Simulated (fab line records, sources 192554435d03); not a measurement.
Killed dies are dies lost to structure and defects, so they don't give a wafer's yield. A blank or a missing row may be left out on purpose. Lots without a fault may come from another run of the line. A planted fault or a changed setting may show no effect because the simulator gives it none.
Split-lot experiment | flow n5_finfet | 7 lots, 21 wafers read, on a route of 1938 steps

THE SPLIT
At N5_SD_EPI_N_PEB_07 (peb time 60 s), the setting peb_temp_c was moved away from the recipe's 110 C on 3 of the 21 wafers read, by +1.2% to +1.4%. The other wafers ran this setting at the recipe's value.

FROM THE SPLIT TO THE READING: what the file shows between them, 1 step
- N5_SD_EPI_N_DEVELOP_08: develop time 30 s

THE READING
cd_nm, in nm, at N5_SD_EPI_N_CD_MEAS_09 (target cd 120 nm). Fault-free wafers of this fab line usually give 120.3 nm, standard deviation 0.54 nm.

wafer  | tool, chamber at the split | peb_temp_c as run, C | against the recipe | cd_nm, nm | against lot-mates on the recipe
L074.1 | litho_track-02, 0          | 110                  | recipe             | 120.5     | -
L074.2 | litho_track-02, 0          | 110                  | recipe             | 120.1     | -
L074.6 | litho_track-02, 0          | 110                  | recipe             | 120.6     | -
L076.1 | litho_track-04, 0          | 111.5                | +1.4%              | 123.9     | +3.9
L076.3 | litho_track-04, 0          | 111.5                | +1.4%              | 123.8     | +3.8
L076.6 | litho_track-04, 0          | 110                  | recipe             | 120.0     | -
L078.3 | litho_track-04, 0          | 110                  | recipe             | 119.2     | -
L078.4 | litho_track-04, 0          | 110                  | recipe             | 120.3     | -
L078.6 | litho_track-04, 0          | 110                  | recipe             | 120.0     | -
L081.1 | litho_track-02, 0          | 111.3                | +1.2%              | 123.2     | +2.4
L081.2 | litho_track-02, 0          | 110                  | recipe             | 121.1     | -
L081.6 | litho_track-02, 0          | 110                  | recipe             | 120.6     | -
L080.1 | litho_track-02, 0          | 110                  | recipe             | 119.4     | -
L080.3 | litho_track-02, 0          | 110                  | recipe             | 120.6     | -
L080.5 | litho_track-02, 0          | 110                  | recipe             | 119.9     | -
L088.2 | litho_track-04, 0          | 110                  | recipe             | 120.9     | -
L088.3 | litho_track-04, 0          | 110                  | recipe             | 120.2     | -
L088.5 | litho_track-04, 0          | 110                  | recipe             | 121.2     | -
L097.2 | litho_track-02, 0          | 110                  | recipe             | 120.3     | -
L097.3 | litho_track-02, 0          | 110                  | recipe             | 120.3     | -
L097.5 | litho_track-02, 0          | 110                  | recipe             | 120.5     | -

THE FIT
A straight line over all 21 wafers: cd_nm changes by +2.55 nm for each +1% of peb_temp_c; r = +0.93; the points scatter about the line by 0.49 nm.
The same after taking each lot's own level away (the mean of its wafers on the recipe; 21 wafers): +2.6 nm for each +1%; r = +0.95; scatter 0.39 nm.
On that fit, the largest move of peb_temp_c shifts the reading by 3.5 nm.
The lots' own levels span 119.83 to 120.85 nm, that is 1.9 times the standard deviation above.
So the lot-to-lot level changes the slope little: the two slopes agree.
Check: with one of the wafers moved furthest among these (+1.4%) left out of the fit, the line predicts +3.33 nm for it against its lot-mates. It came out at +3.9 nm against them.

THE WHOLE CHAIN: every reading that the file lists as answering this split, in the file's order
step                   | what it does                                           | reading                                                         | change (the file's fit)              | r (the file's)
N5_SD_EPI_N_CD_MEAS_09 | target cd 120 nm                                       | cd_nm                                                           | +2.42 nm for each +1% of the setting | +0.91
N5_SD_EPI_N_DESCUM_14  | chemistry O2, time 7.9 s                               | SD_EPI_N.cd_nm (the simulator's own value, which no gauge read) | +2.41 nm for each +1% of the setting | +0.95
N5_SD_EPI_N_ETCH_34    | etches SiARC in CF4, target depth 45.5 nm, time 75.8 s | SD_EPI_N.cd_nm (the simulator's own value, which no gauge read) | +2.45 nm for each +1% of the setting | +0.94

THE FILE'S OWN FIT
cd_nm changes by +2.42 nm for each +1% of peb_temp_c, r = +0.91.
